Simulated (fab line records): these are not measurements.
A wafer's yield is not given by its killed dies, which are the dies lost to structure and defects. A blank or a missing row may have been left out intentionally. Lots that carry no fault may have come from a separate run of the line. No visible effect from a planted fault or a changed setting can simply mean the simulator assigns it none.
fab line records	flow nand-harc	part 1 of 2: steps 1 to 29 of 42
record: lots: 5	wafers: 15	last-day: 33
route steps=1302 shown P_ZERO_WELL@18
lots untouched by any fault: they come from a run of this same line in which no faults occurred
start-h: start of the lot's first displayed wafer, in hours after the record's first day	wait-h: hours since the lot's step before	" same as the row above	L1.1+2: a row that stands for several wafers	- no value, or no start given	* or withheld: withheld	< > ~ a bound
route shown NAME@n: NAME is a module with steps in the file, n the number in the route of the first one	usual: mean and standard deviation over wafers with no fault	same: alike in all rows	chamber/n: place in a boat	sites: the reading at each site	_std_site: their standard deviation	_edge_site: the outer-site mean with the inner-site mean subtracted	radius-mm: how far each site lies from the wafer's centre	mask NAME#n: copy n	behind: the most recent tool/chamber to have shaped the wafer	hold: reason for holding the lot/hours on hold/outcome of the hold	device: whichever transistor did not switch (one of n, p or np)	end of line: the route-end tests of the same wafers	a step without rows: its recipe alone	killed: not the wafer's yield, but the dies lost to structure and defects at the first sort	map: dies across one wafer; x = killed, . = not, _ = none there
set.NAME: the setting the step ran with; set.NAME@STEP: the setting that earlier step ran with	model.NAME: the simulator's own value behind a step, which no gauge read
lots at some steps of the route; a table a step, a row a wafer
services: from which hour (start-h, from the record's first day; less than 0 if before it) a tool's chamber was out of use, for how many hours, and why
== steps ==
step: NHARC_P_ZERO_WELL_ETCH_62
recipe: target-depth-a: 130	time-s: 6.5	chf3-flow-sccm: 50	ar-flow-sccm: 200	rf-w: 500	bias-w: 200	chemistry: CHF3/Ar
usual: drypump-motor-current-A: 5.6/0.49	oes-product-au: 0.961/0.016	rf-vpp-V: 370.6/2.1	showerhead-plenum-p-Torr: 2.34/0.085	throttle-valve-pct: 20.217/0.0092
lot.wafer	tool	chamber	start-h	wait-h	drypump-motor-current-A	oes-product-au	rf-hours-counter-h	rf-vpp-V	showerhead-plenum-p-Torr	throttle-valve-pct
L081.2	rie-diel-07	3	-	-	5.4	0.985	49	372.9	2.42	20.213
L081.4	"	2	"	"	6.7	0.965	41	373.2	2.42	20.209
L081.6	"	0	"	"	6.3	0.982	-	370.4	2.32	20.232
L083.1	rie-diel-04	0	-	-	5.5	0.955	36	369.9	2.32	20.192
L083.3	"	2	"	"	5.3	0.941	33	368.7	2.28	20.212
L083.6	"	3	"	"	6.2	0.946	-	368.8	2.24	20.219
L086.3	rie-diel-07	1	-	-	5.7	0.971	5	372.2	2.38	20.219
L086.2	"	3	"	"	5.3	0.985	7	371.5	2.42	20.226
L086.6	"	2	"	"	6.6	0.980	-	371.5	2.41	20.204
L091.3	rie-diel-01	0	-	-	5.7	0.982	45	369.3	2.30	20.209
L091.1	"	1	"	"	5.1	0.970	44	367.0	2.19	20.213
L091.4	"	2	"	"	5.1	0.961	46	371.9	2.38	20.212
L097.4	rie-diel-01	3	-	-	5.1	0.980	12	372.9	2.46	20.218
L097.2	"	0	"	"	5.7	0.976	12	368.7	2.29	20.222
L097.3	"	2	"	"	5.1	0.965	10	371.0	2.38	20.211
step: NHARC_P_ZERO_WELL_ETCH_63
recipe: target-depth-a: 1200	time-s: 40.1	hbr-flow-sccm: 150	cl2-flow-sccm: 50	rf-w: 400	icp-w: 400	bias-w: 100	chemistry: HBr/Cl2
usual: drypump-motor-current-A: 5.7/0.44	mfc-cl2-sccm: 49.99/0.15	oes-product-au: 1.000/0.0077	throttle-valve-pct: 26.406/0.0093
lot.wafer	tool	chamber	start-h	wait-h	drypump-motor-current-A	mfc-cl2-sccm	oes-product-au	rf-hours-counter-h	throttle-valve-pct
L081.2	rie-si-05	2	91.60	-	5.2	49.81	1.002	0.8	26.418
L081.4	"	1	"	"	5.4	49.80	0.993	0.9	26.417
L081.6	"	2	"	"	5.1	50.01	0.995	-	26.400
L083.1	rie-si-05	3	111.68	-	4.9	50.07	0.991	1.0	26.417
L083.3	"	1	"	"	5.4	49.70	0.988	1.0	26.402
L083.6	"	3	"	"	4.9	49.84	0.988	-	26.410
L086.3	rie-si-02	2	141.82	-	6.6	49.99	1.014	0.2	26.418
L086.2	"	3	"	"	5.7	49.92	0.999	0.3	26.410
L086.6	"	0	"	"	5.6	49.90	0.996	-	26.400
L091.3	rie-si-02	3	191.66	-	5.7	50.24	0.991	0.5	26.394
L091.1	"	0	"	"	5.6	49.92	0.992	0.6	26.408
L091.4	"	2	"	"	6.6	49.84	1.007	0.5	26.396
L097.2	rie-si-03	3	251.68	-	6.1	50.23	0.995	0.2	26.404
L097.3	"	0	"	"	5.7	50.09	0.996	0.2	26.408
L097.4	"	1	"	"	6.1	50.05	1.001	0.2	26.405
step: NHARC_P_ZERO_WELL_STRIP_15
recipe: time-s: 900	temp-c: 130	chemistry: SPM
lot.wafer	tool	chamber	start-h	wait-h
L081.2+6+4	wet-bench-03	6,1,3	91.75	-
L083.1+6+3	wet-bench-03	6,0,1	111.83	-
L086.2+3+6	wet-bench-04	1,3,4	141.96	-
L091.3+4+1	wet-bench-03	4,6,0	191.81	-
L097.2+3+4	wet-bench-04	0,1,2	251.84	-
step: NHARC_P_ZERO_WELL_DEHYDRATE_16
recipe: temp-c: 150	time-s: 120
usual: plate-temp-C: 150.04/0.13
lot.wafer	tool	chamber	start-h	wait-h	plate-temp-C
L081.2	litho-track-02	0	92.11	-	149.98
L081.4	"	0	"	"	150.02
L081.6	"	0	"	"	149.78
L083.1	litho-track-02	0	112.18	-	149.82
L083.3	"	0	"	"	150.18
L083.6	"	0	"	"	150.21
L086.2	litho-track-02	0	142.31	-	149.66
L086.3	"	0	"	"	149.70
L086.6	"	0	"	"	149.99
L091.1	litho-track-02	0	192.16	-	150.09
L091.3	"	0	"	"	150.08
L091.4	"	0	"	"	150.12
L097.2	litho-track-02	0	252.16	-	150.20
L097.3	"	0	"	"	150.00
L097.4	"	0	"	"	149.95
step: NHARC_P_ZERO_WELL_HMDS_17
recipe: time-s: 30
lot.wafer	tool	chamber	start-h	wait-h
L081.2+4+6	litho-track-02	0	-	-
L083.1+3+6	litho-track-02	0	-	-
L086.2+3+6	litho-track-02	0	-	-
L091.1+3+4	litho-track-02	0	-	-
L097.2+3+4	litho-track-02	0	-	-
step: NHARC_P_ZERO_WELL_COAT_18
recipe: spin-rpm: withheld
lot.wafer	tool	chamber	start-h	wait-h
L081.2+4+6	litho-track-02	0	-	-
L083.1+3+6	litho-track-02	0	-	-
L086.2+3+6	litho-track-02	0	-	-
L091.1+3+4	litho-track-02	0	-	-
L097.2+3+4	litho-track-02	0	-	-
step: NHARC_P_ZERO_WELL_SOFTBAKE_19
recipe: temp-c: 122	time-s: 95
usual: plate-temp-C: 122.05/0.14
lot.wafer	tool	chamber	start-h	wait-h	plate-temp-C
L081.2	litho-track-02	0	-	-	121.86
L081.4	"	0	"	"	122.16
L081.6	"	0	"	"	122.09
L083.1	litho-track-02	0	-	-	122.01
L083.3	"	0	"	"	121.72
L083.6	"	0	"	"	121.96
L086.2	litho-track-02	0	-	-	122.08
L086.3	"	0	"	"	121.97
L086.6	"	0	"	"	122.19
L091.1	litho-track-02	0	-	-	122.15
L091.3	"	0	"	"	122.26
L091.4	"	0	"	"	122.10
L097.2	litho-track-02	0	-	-	121.99
L097.3	"	0	"	"	121.97
L097.4	"	0	"	"	122.01
step: NHARC_P_ZERO_WELL_EBR_20
lot.wafer	tool	chamber	start-h	wait-h
L081.2+4+6	litho-track-02	0	-	-
L083.1+3+6	litho-track-02	0	-	-
L086.2+3+6	litho-track-02	0	-	-
L091.1+3+4	litho-track-02	0	-	-
L097.2+3+4	litho-track-02	0	-	-
step: NHARC_P_ZERO_WELL_EXPOSE_21
recipe: na: 0.6	target-cd-nm: 720	dose-mj: 22.31	mask-id: P_NWELL
lot.wafer	tool	chamber	start-h	wait-h	mask
L081.2+4+6	krf-scanner-02	0	92.38	-	P_NWELL#0
L083.1+3+6	krf-scanner-01	0	112.45	-	P_NWELL#0
L086.2+3+6	krf-scanner-04	0	142.58	-	P_NWELL#0
L091.1+3+4	krf-scanner-04	0	192.43	-	P_NWELL#0
L097.2+3+4	krf-scanner-01	0	252.44	-	P_NWELL#0
step: NHARC_P_ZERO_WELL_PEB_22
recipe: peb-temp-c: 118	peb-time-s: 85
usual: plate-temp-C: 118.02/0.12
lot.wafer	tool	chamber	start-h	wait-h	plate-temp-C
L081.2	litho-track-07	0	92.44	0.1	118.04
L081.4	"	0	"	"	118.00
L081.6	"	0	"	"	118.00
L083.1	litho-track-07	0	112.52	0.1	118.08
L083.3	"	0	"	"	117.88
L083.6	"	0	"	"	117.88
L086.2	litho-track-07	0	142.64	0.1	117.96
L086.3	"	0	"	"	117.91
L086.6	"	0	"	"	118.03
L091.1	litho-track-07	0	192.49	0.1	118.00
L091.3	"	0	"	"	117.69
L091.4	"	0	"	"	117.93
L097.2	litho-track-03	0	252.50	0.1	118.11
L097.3	"	0	"	"	118.04
L097.4	"	0	"	"	118.12
step: NHARC_P_ZERO_WELL_DEVELOP_23
recipe: time-s: 70
lot.wafer	tool	chamber	start-h	wait-h
L081.2+4+6	litho-track-07	0	-	-
L083.1+3+6	litho-track-07	0	-	-
L086.2+3+6	litho-track-07	0	-	-
L091.1+3+4	litho-track-07	0	-	-
L097.2+3+4	litho-track-03	0	-	-
step: NHARC_P_ZERO_WELL_CD_MEAS_24
recipe: target-cd-nm: 720	landing-energy-ev: 500
usual: cd-nm: 719.8/1.5
lot.wafer	tool	chamber	start-h	wait-h	cd-nm
L081.2	cd-sem-01	0	92.53	-	716.9
L081.4	"	0	"	"	716.9
L081.6	"	0	"	"	718.1
L083.1	cd-sem-03	0	112.61	-	723.0
L083.3	"	0	"	"	720.9
L083.6	"	0	"	"	720.4
L086.2	cd-sem-01	0	142.74	-	719.3
L086.3	"	0	"	"	719.5
L086.6	"	0	"	"	718.4
L091.1	cd-sem-03	0	192.59	-	717.5
L091.3	"	0	"	"	718.0
L091.4	"	0	"	"	718.6
L097.2	cd-sem-02	0	252.59	-	721.0
L097.3	"	0	"	"	718.1
L097.4	"	0	"	"	720.0
step: NHARC_P_ZERO_WELL_HARDBAKE_25
recipe: temp-c: 125	time-s: 80
usual: plate-temp-C: 124.97/0.14
lot.wafer	tool	chamber	start-h	wait-h	plate-temp-C
L081.2	litho-track-03	0	92.61	-	124.78
L081.4	"	0	"	"	124.91
L081.6	"	0	"	"	124.88
L083.1	litho-track-02	0	112.69	-	124.82
L083.3	"	0	"	"	125.25
L083.6	"	0	"	"	125.25
L086.2	litho-track-02	0	142.82	-	125.07
L086.3	"	0	"	"	124.88
L086.6	"	0	"	"	124.94
L091.1	litho-track-03	0	192.67	-	124.81
L091.3	"	0	"	"	124.91
L091.4	"	0	"	"	124.83
L097.2	litho-track-02	0	252.67	-	124.98
L097.3	"	0	"	"	124.82
L097.4	"	0	"	"	124.90
step: NHARC_P_ZERO_WELL_DESCUM_26
recipe: time-s: 3	o2-flow-sccm: 200	ar-flow-sccm: 0	bias-power-w: 0	chemistry: O2
usual: drypump-motor-current-A: 5.6/0.49	oes-product-au: 1.003/0.0084	rf-vpp-V: 57.8/0.86	showerhead-plenum-p-Torr: 1.92/0.069	throttle-valve-pct: 11.311/0.0088
lot.wafer	tool	chamber	start-h	wait-h	drypump-motor-current-A	oes-product-au	rf-hours-counter-h	rf-vpp-V	showerhead-plenum-p-Torr	throttle-valve-pct
L081.2	rie-diel-01	2	92.71	-	5.1	1.008	12	58.5	1.96	11.312
L081.6	"	0	"	"	5.7	1.017	-	57.4	1.88	11.319
L081.4	"	2	"	"	5.1	1.003	-	58.1	1.96	11.319
L083.3	rie-diel-04	1	112.79	-	5.7	0.993	37	57.5	1.94	11.293
L083.1	"	2	"	"	5.3	0.989	33	56.9	1.86	11.309
L083.6	"	0	"	"	5.5	1.000	-	57.9	1.89	11.303
L086.2	rie-diel-01	3	142.89	-	5.1	1.005	31	59.3	2.02	11.312
L086.3	"	1	"	"	5.1	0.994	28	58.1	1.79	11.291
L086.6	"	0	"	"	5.7	1.001	-	58.8	1.88	11.313
L091.1	rie-diel-07	0	192.75	-	6.3	1.019	23	57.4	1.88	11.304
L091.3	"	2	"	"	6.7	1.009	24	57.9	1.97	11.307
L091.4	"	3	"	"	5.3	1.011	27	58.7	1.97	11.309
L097.4	rie-diel-07	3	252.76	-	5.4	1.013	43	58.9	1.97	11.306
L097.3	"	0	"	"	6.2	1.011	38	57.9	1.88	11.303
L097.2	"	1	"	"	5.7	1.017	37	56.6	1.93	11.318
step: NHARC_P_ZERO_WELL_IMPLANT_27
recipe: energy-kev: 600	dose-cm2: 1e+13	tilt-deg: 7
usual: beam-on-s: 10.00/0.2
same: implant-ion-amu: 31
lot.wafer	tool	chamber	start-h	wait-h	beam-on-s
L081.2	implanter-02	0	92.89	0.2	9.82
L081.4	"	0	"	"	9.92
L081.6	"	0	"	"	9.64
L083.1	implanter-01	0	112.91	0.1	10.08
L083.3	"	0	"	"	10.06
L083.6	"	0	"	"	10.36
L086.2	implanter-02	0	143.07	0.2	9.97
L086.3	"	0	"	"	9.95
L086.6	"	0	"	"	9.81
L091.1	implanter-01	0	192.89	0.1	9.80
L091.3	"	0	"	"	10.37
L091.4	"	0	"	"	10.28
L097.2	implanter-02	0	252.92	0.1	10.08
L097.3	"	0	"	"	10.24
L097.4	"	0	"	"	9.99
step: NHARC_P_ZERO_WELL_IMPLANT_57
recipe: energy-kev: 250	dose-cm2: 4e+12	tilt-deg: 7
usual: beam-on-s: 10.01/0.19
same: implant-ion-amu: 31
lot.wafer	tool	chamber	start-h	wait-h	beam-on-s
L081.2	implanter-02	0	93.07	0.1	10.04
L081.4	"	0	"	"	10.18
L081.6	"	0	"	"	9.98
L083.1	implanter-01	0	113.09	0.1	10.24
L083.3	"	0	"	"	9.88
L083.6	"	0	"	"	10.44
L086.2	implanter-02	0	143.25	0.2	10.06
L086.3	"	0	"	"	9.91
L086.6	"	0	"	"	9.76
L091.1	implanter-01	0	193.07	0.2	9.89
L091.3	"	0	"	"	9.68
L091.4	"	0	"	"	10.11
L097.2	implanter-02	0	253.10	0.2	10.06
L097.3	"	0	"	"	9.57
L097.4	"	0	"	"	9.93
step: NHARC_P_ZERO_WELL_IMPLANT_58
recipe: energy-kev: 100	dose-cm2: 2e+12	tilt-deg: 7
usual: beam-on-s: 10.00/0.22
same: implant-ion-amu: 75
lot.wafer	tool	chamber	start-h	wait-h	beam-on-s
L081.2	implanter-02	0	93.25	0.2	10.35
L081.4	"	0	"	"	9.87
L081.6	"	0	"	"	10.10
L083.1	implanter-01	0	113.27	0.2	10.35
L083.3	"	0	"	"	10.08
L083.6	"	0	"	"	10.07
L086.2	implanter-02	0	143.43	0.2	10.37
L086.3	"	0	"	"	9.58
L086.6	"	0	"	"	9.74
L091.1	implanter-01	0	193.25	0.1	9.98
L091.3	"	0	"	"	9.92
L091.4	"	0	"	"	9.98
L097.2	implanter-02	0	253.28	0.2	10.60
L097.3	"	0	"	"	9.95
L097.4	"	0	"	"	10.00
step: NHARC_P_ZERO_WELL_STRIP_28
recipe: time-s: 840	temp-c: 130	chemistry: SPM
lot.wafer	tool	chamber	start-h	wait-h
L081.6+4+2	wet-bench-03	6,7,3	93.44	0.0
L083.3+1+6	wet-bench-04	1,2,3	113.52	0.2
L086.6+2+3	wet-bench-04	4,6,0	143.62	0.0
L091.1+3+4	wet-bench-04	0,2,5	193.46	0.2
L097.2+3+4	wet-bench-03	4,5,6	253.48	0.2
step: NHARC_P_ZERO_WELL_DEHYDRATE_29
recipe: temp-c: 150	time-s: 120
usual: plate-temp-C: 149.99/0.14
lot.wafer	tool	chamber	start-h	wait-h	plate-temp-C
L081.2	litho-track-07	0	93.77	-	150.09
L081.4	"	0	"	"	149.99
L081.6	"	0	"	"	149.79
L083.1	litho-track-02	0	113.83	-	149.77
L083.3	"	0	"	"	149.86
L083.6	"	0	"	"	149.70
L086.2	litho-track-03	0	143.96	-	150.05
L086.3	"	0	"	"	149.94
L086.6	"	0	"	"	150.11
L091.1	litho-track-02	0	193.80	-	150.11
L091.3	"	0	"	"	149.95
L091.4	"	0	"	"	149.79
L097.2	litho-track-03	0	253.80	-	150.09
L097.3	"	0	"	"	150.27
L097.4	"	0	"	"	150.23
step: NHARC_P_ZERO_WELL_HMDS_30
recipe: time-s: 30
lot.wafer	tool	chamber	start-h	wait-h
L081.2+4+6	litho-track-07	0	-	-
L083.1+3+6	litho-track-02	0	-	-
L086.2+3+6	litho-track-03	0	-	-
L091.1+3+4	litho-track-02	0	-	-
L097.2+3+4	litho-track-03	0	-	-
step: NHARC_P_ZERO_WELL_COAT_31
recipe: spin-rpm: withheld
lot.wafer	tool	chamber	start-h	wait-h
L081.2+4+6	litho-track-07	0	-	-
L083.1+3+6	litho-track-02	0	-	-
L086.2+3+6	litho-track-03	0	-	-
L091.1+3+4	litho-track-02	0	-	-
L097.2+3+4	litho-track-03	0	-	-
step: NHARC_P_ZERO_WELL_SOFTBAKE_32
recipe: temp-c: 122	time-s: 95
usual: plate-temp-C: 121.98/0.14
lot.wafer	tool	chamber	start-h	wait-h	plate-temp-C
L081.2	litho-track-07	0	-	-	121.91
L081.4	"	0	"	"	121.88
L081.6	"	0	"	"	121.73
L083.1	litho-track-02	0	-	-	121.85
L083.3	"	0	"	"	121.98
L083.6	"	0	"	"	122.13
L086.2	litho-track-03	0	-	-	122.00
L086.3	"	0	"	"	122.13
L086.6	"	0	"	"	122.15
L091.1	litho-track-02	0	-	-	121.93
L091.3	"	0	"	"	121.91
L091.4	"	0	"	"	122.00
L097.2	litho-track-03	0	-	-	122.01
L097.3	"	0	"	"	122.03
L097.4	"	0	"	"	121.55
step: NHARC_P_ZERO_WELL_EBR_33
lot.wafer	tool	chamber	start-h	wait-h
L081.2+4+6	litho-track-07	0	-	-
L083.1+3+6	litho-track-02	0	-	-
L086.2+3+6	litho-track-03	0	-	-
L091.1+3+4	litho-track-02	0	-	-
L097.2+3+4	litho-track-03	0	-	-
step: NHARC_P_ZERO_WELL_EXPOSE_34
recipe: na: 0.6	target-cd-nm: 720	dose-mj: 22.31	mask-id: P_PWELL
lot.wafer	tool	chamber	start-h	wait-h	mask
L081.2+4+6	krf-scanner-04	0	94.05	-	P_PWELL#0
L083.1+3+6	krf-scanner-01	0	113.97	-	P_PWELL#0
L086.2+3+6	krf-scanner-04	0	144.24	-	P_PWELL#0
L091.1+3+4	krf-scanner-01	0	193.94	-	P_PWELL#0
L097.2+3+4	krf-scanner-02	0	254.08	-	P_PWELL#0
step: NHARC_P_ZERO_WELL_PEB_35
recipe: peb-temp-c: 118	peb-time-s: 85
usual: plate-temp-C: 117.99/0.14
lot.wafer	tool	chamber	start-h	wait-h	plate-temp-C
L081.2	litho-track-07	0	94.11	0.1	118.06
L081.4	"	0	"	"	117.91
L081.6	"	0	"	"	118.06
L083.1	litho-track-03	0	114.04	0.1	117.98
L083.3	"	0	"	"	118.08
L083.6	"	0	"	"	118.07
L086.2	litho-track-07	0	144.30	0.1	118.02
L086.3	"	0	"	"	118.02
L086.6	"	0	"	"	118.11
L091.1	litho-track-07	0	194.01	0.1	117.95
L091.3	"	0	"	"	118.01
L091.4	"	0	"	"	117.97
L097.2	litho-track-03	0	254.14	0.1	117.96
L097.3	"	0	"	"	118.11
L097.4	"	0	"	"	118.06
step: NHARC_P_ZERO_WELL_DEVELOP_36
recipe: time-s: 70
lot.wafer	tool	chamber	start-h	wait-h
L081.2+4+6	litho-track-07	0	-	-
L083.1+3+6	litho-track-03	0	-	-
L086.2+3+6	litho-track-07	0	-	-
L091.1+3+4	litho-track-07	0	-	-
L097.2+3+4	litho-track-03	0	-	-
step: NHARC_P_ZERO_WELL_CD_MEAS_37
recipe: target-cd-nm: 720	landing-energy-ev: 500
usual: cd-nm: 719.5/1.3
lot.wafer	tool	chamber	start-h	wait-h	cd-nm
L081.2	cd-sem-01	0	94.20	-	718.7
L081.4	"	0	"	"	718.2
L081.6	"	0	"	"	719.6
L083.1	cd-sem-03	0	114.13	-	721.2
L083.3	"	0	"	"	719.4
L083.6	"	0	"	"	721.4
L086.2	cd-sem-02	0	144.39	-	720.4
L086.3	"	0	"	"	718.3
L086.6	"	0	"	"	718.7
L091.1	cd-sem-03	0	194.10	-	720.6
L091.3	"	0	"	"	719.6
L091.4	"	0	"	"	719.5
L097.2	cd-sem-03	0	254.23	-	721.0
L097.3	"	0	"	"	721.3
L097.4	"	0	"	"	720.6
step: NHARC_P_ZERO_WELL_HARDBAKE_38
recipe: temp-c: 125	time-s: 80
usual: plate-temp-C: 125.00/0.13
lot.wafer	tool	chamber	start-h	wait-h	plate-temp-C
L081.2	litho-track-03	0	94.28	-	125.13
L081.4	"	0	"	"	125.25
L081.6	"	0	"	"	124.88
L083.1	litho-track-02	0	114.21	-	125.03
L083.3	"	0	"	"	124.93
L083.6	"	0	"	"	125.09
L086.2	litho-track-02	0	144.47	-	124.86
L086.3	"	0	"	"	124.97
L086.6	"	0	"	"	124.81
L091.1	litho-track-02	0	194.18	-	124.99
L091.3	"	0	"	"	125.06
L091.4	"	0	"	"	124.82
L097.2	litho-track-02	0	254.31	-	125.00
L097.3	"	0	"	"	125.11
L097.4	"	0	"	"	124.84
step: NHARC_P_ZERO_WELL_DESCUM_39
recipe: time-s: 3	o2-flow-sccm: 200	ar-flow-sccm: 0	bias-power-w: 0	chemistry: O2
usual: drypump-motor-current-A: 5.6/0.48	oes-product-au: 1.000/0.0081	rf-vpp-V: 57.8/0.89	showerhead-plenum-p-Torr: 1.91/0.067	throttle-valve-pct: 11.310/0.0091
lot.wafer	tool	chamber	start-h	wait-h	drypump-motor-current-A	oes-product-au	rf-hours-counter-h	rf-vpp-V	showerhead-plenum-p-Torr	throttle-valve-pct
L081.2	rie-diel-01	0	94.39	-	5.7	0.998	18	57.7	1.88	11.313
L081.6	"	2	"	"	5.1	1.007	-	57.7	1.96	11.318
L081.4	"	3	"	"	5.2	1.010	-	57.5	2.03	11.324
L083.3	rie-diel-04	0	114.32	-	5.5	0.992	37	58.6	1.89	11.286
L083.1	"	1	"	"	5.7	0.995	37	58.4	1.94	11.308
L083.6	"	3	"	"	6.2	1.004	-	58.3	1.83	11.315
L086.3	rie-diel-04	0	144.55	-	5.5	1.002	52	56.8	1.89	11.321
L086.2	"	1	"	"	5.7	1.010	52	57.7	1.94	11.317
L086.6	"	1	"	"	5.7	1.002	-	58.6	1.94	11.313
L091.1	rie-diel-07	3	194.27	-	5.3	1.007	27	56.3	1.97	11.310
L091.4	"	0	"	"	6.3	1.015	23	57.9	1.88	11.299
L091.3	"	1	"	"	5.7	1.004	20	56.4	1.94	11.314
L097.2	rie-diel-01	2	254.39	-	5.1	0.987	10	58.5	1.94	11.315
L097.3	"	3	"	"	5.1	0.996	13	58.2	2.01	11.331
L097.4	"	1	"	"	5.1	0.992	10	55.9	1.78	11.309
